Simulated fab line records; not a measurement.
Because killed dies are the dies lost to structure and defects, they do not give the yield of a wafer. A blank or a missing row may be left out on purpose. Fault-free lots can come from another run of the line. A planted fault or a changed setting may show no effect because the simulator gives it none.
Which of the tools did it? | flow n5 finfet | 24 lots, 72 wafers sampled, at 5 steps of a route of 1938

WHAT THE GAUGES READ, wafer by wafer
N5_MOL_CONTACT_COAG_CD_MEAS_84: target cd 25.1 nm. Usual: cd nm 25.14 nm, standard deviation 0.2.
lot  | measured     | on        | cd nm (nm)        | flag
L074 | day 5 06:47  | cd sem-02 | 25.17 25.40 25.29 |
L075 | day 5 12:25  | cd sem-02 | 24.80 25.39 25.42 |
L076 | day 5 13:32  | cd sem-03 | 25.12 25.16 24.74 |
L077 | day 5 18:52  | cd sem-01 | 25.06 24.94 25.08 |
L078 | day 6 02:24  | cd sem-03 | 24.94 25.02 25.22 |
L079 | day 6 10:03  | cd sem-03 | 25.04 25.34 25.00 |
L080 | day 6 15:55  | cd sem-03 | 25.09 25.21 25.56 |
L081 | day 6 20:12  | cd sem-02 | 25.40 25.00 25.09 |
L082 | day 7 00:56  | cd sem-01 | 25.18 25.05 25.45 |
L083 | day 7 08:49  | cd sem-03 | 25.04 25.22 24.90 |
L084 | day 7 12:59  | cd sem-03 | 25.11 25.20 25.23 |
L085 | day 7 19:34  | cd sem-03 | 25.10 25.08 25.04 |
L086 | day 8 04:52  | cd sem-01 | 25.42 25.32 25.14 |
L087 | day 8 10:40  | cd sem-03 | 25.20 24.96 25.30 |
L088 | day 8 13:19  | cd sem-01 | 25.23 25.53 25.35 |
L089 | day 8 21:04  | cd sem-01 | 25.47 25.05 25.28 |
L090 | day 9 03:58  | cd sem-01 | 25.41 25.13 25.16 |
L091 | day 10 00:53 | cd sem-01 | 25.35 25.35 25.19 |
L092 | day 10 01:23 | cd sem-01 | 25.12 24.49 25.26 |
L093 | day 10 06:28 | cd sem-02 | 25.07 25.19 25.22 |
L094 | day 10 13:14 | cd sem-03 | 25.25 25.57 25.40 |
L095 | day 10 16:38 | cd sem-03 | 24.93 25.03 25.27 |
L096 | day 10 23:46 | cd sem-03 | 25.55 25.32 25.17 |
L097 | day 10 23:59 | cd sem-03 | 24.98 25.32 25.36 |

N5_MOL_CONTACT_COAG_CD_MEAS_101: target cd 16 nm. Usual: cd nm 15.98 nm, standard deviation 0.29.
lot  | measured     | on        | cd nm (nm)        | flag
L074 | day 5 09:02  | cd sem-01 | 15.84 15.81 15.84 |
L075 | day 5 15:06  | cd sem-02 | 15.40 15.66 16.00 |
L076 | day 5 15:55  | cd sem-01 | 16.05 15.73 15.92 |
L077 | day 5 21:49  | cd sem-01 | 16.10 16.11 16.24 |
L078 | day 6 04:59  | cd sem-03 | 16.23 16.01 15.74 |
L079 | day 6 12:35  | cd sem-03 | 15.75 15.76 15.41 |
L080 | day 6 18:14  | cd sem-02 | 15.71 15.91 15.80 |
L081 | day 6 23:35  | cd sem-02 | 16.12 15.79 16.17 |
L082 | day 7 04:11  | cd sem-02 | 15.97 15.93 16.01 |
L083 | day 7 12:27  | cd sem-02 | 16.06 15.88 15.93 |
L084 | day 7 15:21  | cd sem-01 | 15.55 15.55 15.98 |
L085 | day 7 22:07  | cd sem-03 | 15.66 15.48 15.79 |
L086 | day 8 07:37  | cd sem-01 | 16.08 16.26 15.98 |
L087 | day 8 14:19  | cd sem-01 | 15.79 16.27 16.07 |
L088 | day 8 16:36  | cd sem-01 | 16.54 16.14 15.82 |
L089 | day 9 08:40  | cd sem-02 | 16.50 16.19 16.06 |
L090 | day 9 10:02  | cd sem-02 | 15.80 15.91 16.35 |
L091 | day 10 03:21 | cd sem-03 | 16.43 15.98 16.34 |
L092 | day 10 04:13 | cd sem-03 | 16.16 15.94 15.80 |
L093 | day 10 08:40 | cd sem-03 | 15.37 15.89 15.62 |
L094 | day 10 15:35 | cd sem-02 | 15.99 16.61 15.67 |
L095 | day 10 19:22 | cd sem-02 | 16.17 16.17 15.90 |
L096 | day 11 02:53 | cd sem-02 | 15.76 15.49 16.10 |
L097 | day 11 04:05 | cd sem-01 | 15.98 15.93 15.79 |

WHICH TOOL RAN EACH LOT (tool, then ch and the chambers of the sampled wafers, then the start)
lot  | N5_MOL_CONTACT_COAG_ETCH_90        | N5_MOL_CONTACT_COAG_VIA_ETCH_117   | N5_MOL_CONTACT_COAG_STRIP_49
L074 | rie diel-01 ch 0,3, day 5 06:58    | rie diel-04 ch 0,1,2, day 5 08:41  | plasma asher-02 ch 0,1, day 5 08:53
L075 | rie diel-01 ch 0,1, day 5 12:57    | rie diel-01 ch 0,2, day 5 14:45    | plasma asher-01 ch 0,1, day 5 14:57
L076 | rie diel-05 ch 0,1,2, day 5 13:43  | rie diel-05 ch 0,1,2, day 5 15:34  | plasma asher-01 ch 0,1, day 5 15:46
L077 | rie diel-04 ch 0,2, day 5 19:36    | rie diel-04 ch 0,1,2, day 5 21:28  | plasma asher-01 ch 0,1, day 5 21:40
L078 | rie diel-05 ch 0,1,2, day 6 02:35  | rie diel-05 ch 0,3, day 6 04:15    | plasma asher-02 ch 0,1, day 6 04:51
L079 | rie diel-01 ch 0,3, day 6 10:14    | rie diel-01 ch 0,2,3, day 6 12:14  | plasma asher-02 ch 0,1, day 6 12:26
L080 | rie diel-04 ch 1,2, day 6 16:05    | rie diel-01 ch 0,2,3, day 6 17:53  | plasma asher-02 ch 1, day 6 18:06
L081 | rie diel-01 ch 0,3, day 6 20:50    | rie diel-01 ch 0,3, day 6 23:13    | plasma asher-01 ch 0,1, day 6 23:26
L082 | rie diel-01 ch 0,1,3, day 7 01:13  | rie diel-04 ch 0,1,2, day 7 03:50  | plasma asher-01 ch 0,1, day 7 04:02
L083 | rie diel-05 ch 1,3, day 7 09:37    | rie diel-01 ch 0,1,3, day 7 12:06  | plasma asher-01 ch 0,1, day 7 12:19
L084 | rie diel-01 ch 0,2,3, day 7 13:10  | rie diel-04 ch 0,1, day 7 14:59    | plasma asher-01 ch 0,1, day 7 15:12
L085 | rie diel-04 ch 2,3, day 7 19:44    | rie diel-04 ch 1,3, day 7 21:45    | plasma asher-01 ch 0,1, day 7 21:58
L086 | rie diel-01 ch 1,2,3, day 8 05:03  | rie diel-01 ch 1,2,3, day 8 07:15  | plasma asher-01 ch 0,1, day 8 07:28
L087 | rie diel-04 ch 2,3, day 8 11:35    | rie diel-04 ch 2,3, day 8 13:52    | plasma asher-01 ch 0, day 8 14:10
L088 | rie diel-04 ch 2,3, day 8 13:32    | rie diel-04 ch 2,3, day 8 15:49    | plasma asher-02 ch 0,1, day 8 16:27
L089 | rie diel-05 ch 1,2,3, day 8 21:15  | rie diel-04 ch 0,3, day 9 07:44    | plasma asher-01 ch 0, day 9 08:30
L090 | rie diel-01 ch 1,3, day 9 04:08    | rie diel-04 ch 0,2,3, day 9 09:41  | plasma asher-01 ch 0,1, day 9 09:53
L091 | rie diel-01 ch 0,3, day 10 01:10   | rie diel-05 ch 1,3, day 10 03:00   | plasma asher-01 ch 0,1, day 10 03:12
L092 | rie diel-04 ch 1,3, day 10 01:44   | rie diel-01 ch 1,3, day 10 03:52   | plasma asher-02 ch 0,1, day 10 04:04
L093 | rie diel-01 ch 0,1,3, day 10 06:38 | rie diel-01 ch 0,1,3, day 10 08:19 | plasma asher-02 ch 0,1, day 10 08:32
L094 | rie diel-05 ch 0,1,2, day 10 13:25 | rie diel-04 ch 1,2,3, day 10 15:14 | plasma asher-01 ch 0,1, day 10 15:26
L095 | rie diel-04 ch 1,2, day 10 16:49   | rie diel-04 ch 0,1, day 10 19:00   | plasma asher-01 ch 0,1, day 10 19:13
L096 | rie diel-01 ch 0,2,3, day 11 00:11 | rie diel-05 ch 1,2,3, day 11 02:32 | plasma asher-02 ch 0,1, day 11 02:44
L097 | rie diel-05 ch 2,3, day 11 00:42   | rie diel-04 ch 1,2,3, day 11 03:44 | plasma asher-02 ch 0,1, day 11 03:56
- N5_MOL_CONTACT_COAG_ETCH_90: etches SiARC in CF4, target depth 13 nm, time 21.7 s.
- N5_MOL_CONTACT_COAG_VIA_ETCH_117: etches SiO2 in C4F6/O2, target depth 40 nm, overetch 8 nm, time 26 s.
- N5_MOL_CONTACT_COAG_STRIP_49: strips in N2/H2, time 30 s.

WHAT THE TOOLS THEMSELVES READ (means of the sampled wafers that have a number; where no wafer has one, the mark that the record gives instead)
N5_MOL_CONTACT_COAG_ETCH_90. Usual: drypump motor current A 5.8 A, standard deviation 0.51; etch rf on time s 21.7 s, standard deviation 0.32; oes product au 0.68 a.u., standard deviation 0.069; rf vpp V 184.2 V, standard deviation 0.97; showerhead plenum p Torr 2.15 Torr, standard deviation 0.047; throttle valve pct 15.68 %, standard deviation 0.19.
lot  | tool        | drypump motor current A (A) | etch rf on time s (s) | oes product au (a.u.) | rf vpp V (V) | showerhead plenum p Torr (Torr) | throttle valve pct (%) | flag
L074 | rie diel-01 | 5.6                         | 21.4                  | 0.71                  | 184.5        | 2.13                            | 15.67                  |
L075 | rie diel-01 | 6.2                         | 21.7                  | 0.74                  | 183.4        | 2.12                            | 15.53                  |
L076 | rie diel-05 | 6.1                         | 21.9                  | 0.68                  | 185.4        | 2.21                            | 15.66                  |
L077 | rie diel-04 | 6.0                         | 22.4                  | 0.59                  | 184.4        | 2.18                            | 15.81                  |
L078 | rie diel-05 | 6.1                         | 21.7                  | 0.68                  | 185.0        | 2.21                            | 15.67                  |
L079 | rie diel-01 | 6.1                         | 21.6                  | 0.73                  | 182.8        | 2.12                            | 15.57                  |
L080 | rie diel-04 | 5.8                         | 21.8                  | 0.61                  | 183.3        | 2.13                            | 15.86                  |
L081 | rie diel-01 | 6.1                         | 21.5                  | 0.73                  | 184.3        | 2.12                            | 15.58                  |
L082 | rie diel-01 | 5.8                         | 21.3                  | 0.70                  | 184.1        | 2.13                            | 15.68                  |
L083 | rie diel-05 | 6.4                         | 21.8                  | 0.68                  | 184.0        | 2.13                            | 15.56                  |
L084 | rie diel-01 | 5.6                         | 21.8                  | 0.67                  | 184.1        | 2.15                            | 15.64                  |
L085 | rie diel-04 | 5.5                         | 21.8                  | 0.68                  | 185.0        | 2.16                            | 15.76                  |
L086 | rie diel-01 | 5.3                         | 21.8                  | 0.64                  | 184.3        | 2.16                            | 15.77                  |
L087 | rie diel-04 | 5.5                         | 22.0                  | 0.66                  | 184.1        | 2.16                            | 15.76                  |
L088 | rie diel-04 | 5.5                         | 21.6                  | 0.73                  | 184.2        | 2.17                            | 15.61                  |
L089 | rie diel-05 | 6.2                         | 21.4                  | 0.66                  | 184.7        | 2.14                            | 15.72                  |
L090 | rie diel-01 | 5.4                         | 21.6                  | 0.66                  | 183.5        | 2.14                            | 15.84                  |
L091 | rie diel-01 | 5.6                         | 21.5                  | 0.68                  | 184.7        | 2.12                            | 15.75                  |
L092 | rie diel-04 | 6.0                         | 21.3                  | 0.81                  | 184.0        | 2.13                            | 15.39                  |
L093 | rie diel-01 | 5.8                         | 21.7                  | 0.66                  | 183.6        | 2.12                            | 15.75                  |
L094 | rie diel-05 | 6.1                         | 22.0                  | 0.65                  | 185.1        | 2.20                            | 15.73                  |
L095 | rie diel-04 | 5.7                         | 21.9                  | 0.66                  | 184.1        | 2.12                            | 15.75                  |
L096 | rie diel-01 | 5.6                         | 21.6                  | 0.73                  | 183.9        | 2.14                            | 15.54                  |
L097 | rie diel-05 | 6.0                         | 21.9                  | 0.63                  | 183.7        | 2.16                            | 15.90                  |

N5_MOL_CONTACT_COAG_VIA_ETCH_117. Usual: O2_flow_sccm 10.00 sccm, standard deviation 0.031; drypump motor current A 5.8 A, standard deviation 0.47; oes product au 0.71 a.u., standard deviation 0.075; rf vpp V 1590 V, standard deviation 15; showerhead plenum p Torr 2.86 Torr, standard deviation 0.058; throttle valve pct 41.21 %, standard deviation 0.22.
lot  | tool        | O2_flow_sccm (sccm) | drypump motor current A (A) | oes product au (a.u.) | rf vpp V (V) | showerhead plenum p Torr (Torr) | throttle valve pct (%) | flag
L074 | rie diel-04 | 10.00               | 6.0                         | 0.63                  | 1595         | 2.86                            | 41.29                  |
L075 | rie diel-01 | 10.01               | 6.0                         | 0.76                  | 1607         | 2.84                            | 40.95                  |
L076 | rie diel-05 | 10.01               | 6.1                         | 0.71                  | 1589         | 2.93                            | 41.10                  |
L077 | rie diel-04 | 10.02               | 6.0                         | 0.63                  | 1594         | 2.86                            | 41.29                  |
L078 | rie diel-05 | 9.98                | 5.8                         | 0.75                  | 1595         | 2.92                            | 41.20                  |
L079 | rie diel-01 | 10.00               | 5.6                         | 0.70                  | 1596         | 2.86                            | 41.10                  |
L080 | rie diel-01 | 9.98                | 5.6                         | 0.71                  | 1595         | 2.85                            | 41.10                  |
L081 | rie diel-01 | 9.97                | 5.6                         | 0.73                  | 1576         | 2.83                            | 41.31                  |
L082 | rie diel-04 | 9.98                | 6.0                         | 0.63                  | 1593         | 2.85                            | 41.30                  |
L083 | rie diel-01 | 10.01               | 5.8                         | 0.71                  | 1580         | 2.83                            | 41.26                  |
L084 | rie diel-04 | 9.99                | 6.2                         | 0.61                  | 1597         | 2.83                            | 41.24                  |
L085 | rie diel-04 | 10.07               | 6.0                         | 0.68                  | 1593         | 2.83                            | 41.27                  |
L086 | rie diel-01 | 10.01               | 5.3                         | 0.66                  | 1589         | 2.87                            | 41.18                  |
L087 | rie diel-04 | 10.00               | 5.6                         | 0.70                  | 1586         | 2.86                            | 41.42                  |
L088 | rie diel-04 | 10.02               | 5.6                         | 0.70                  | 1586         | 2.86                            | 41.43                  |
L089 | rie diel-04 | 10.00               | 6.0                         | 0.82                  | 1603         | 2.91                            | 41.02                  |
L090 | rie diel-04 | 9.99                | 5.8                         | 0.76                  | 1595         | 2.88                            | 41.23                  |
L091 | rie diel-05 | 10.01               | 6.4                         | 0.70                  | 1575         | 2.81                            | 41.04                  |
L092 | rie diel-01 | 10.03               | 5.5                         | 0.67                  | 1573         | 2.83                            | 41.36                  |
L093 | rie diel-01 | 9.99                | 5.8                         | 0.71                  | 1580         | 2.82                            | 41.28                  |
L094 | rie diel-04 | 9.99                | 5.7                         | 0.75                  | 1590         | 2.84                            | 41.22                  |
L095 | rie diel-04 | 10.02               | 6.2                         | 0.82                  | 1602         | 2.86                            | 40.94                  |
L096 | rie diel-05 | 10.02               | 6.2                         | 0.68                  | 1580         | 2.84                            | 41.07                  |
L097 | rie diel-04 | 9.98                | 5.8                         | 0.75                  | 1590         | 2.84                            | 41.22                  |

N5_MOL_CONTACT_COAG_STRIP_49. Usual: drypump motor current A 5.75 A, standard deviation 0.098; heater power w 344 W, standard deviation 22.
lot  | tool            | drypump motor current A (A) | heater power w (W) | flag
L074 | plasma asher-02 | 5.87                        | 336                |
L075 | plasma asher-01 | 5.66                        | 358                |
L076 | plasma asher-01 | 5.68                        | 360                |
L077 | plasma asher-01 | 5.69                        | 359                |
L078 | plasma asher-02 | 5.80                        | 317                |
L079 | plasma asher-02 | 5.87                        | 334                |
L080 | plasma asher-02 | 5.73                        | 304                |
L081 | plasma asher-01 | 5.73                        | 351                |
L082 | plasma asher-01 | 5.70                        | 349                |
L083 | plasma asher-01 | 5.70                        | 352                |
L084 | plasma asher-01 | 5.68                        | 361                |
L085 | plasma asher-01 | 5.69                        | 359                |
L086 | plasma asher-01 | 5.68                        | 361                |
L087 | plasma asher-01 | 5.64                        | 353                |
L088 | plasma asher-02 | 5.79                        | 318                |
L089 | plasma asher-01 | 5.66                        | 367                |
L090 | plasma asher-01 | 5.69                        | 361                |
L091 | plasma asher-01 | 5.72                        | 352                |
L092 | plasma asher-02 | 5.80                        | 323                |
L093 | plasma asher-02 | 5.81                        | 315                |
L094 | plasma asher-01 | 5.71                        | 347                |
L095 | plasma asher-01 | 5.69                        | 351                |
L096 | plasma asher-02 | 5.87                        | 340                |
L097 | plasma asher-02 | 5.86                        | 335                |

THE ANSWER, worked out from the rows above alone
Rule: a lot counts as off when the mean over its wafers that have a number is more than 3 standard deviations away from the usual mean. Also off: a lot with no number at a reading for which 4 or more lots have one. The other lots that the step has rows for count as sound. The gauges are gone through in route order, then the tools' own readings, and for those a lot's mean is taken as printed above. The first step at which some lot is off is used, and at that step the reading that is off furthest; a lot without a number counts as furthest.
No lot is off on any of the readings shown, so nothing can be concluded from this.

WHAT THE SIMULATOR PUT IN
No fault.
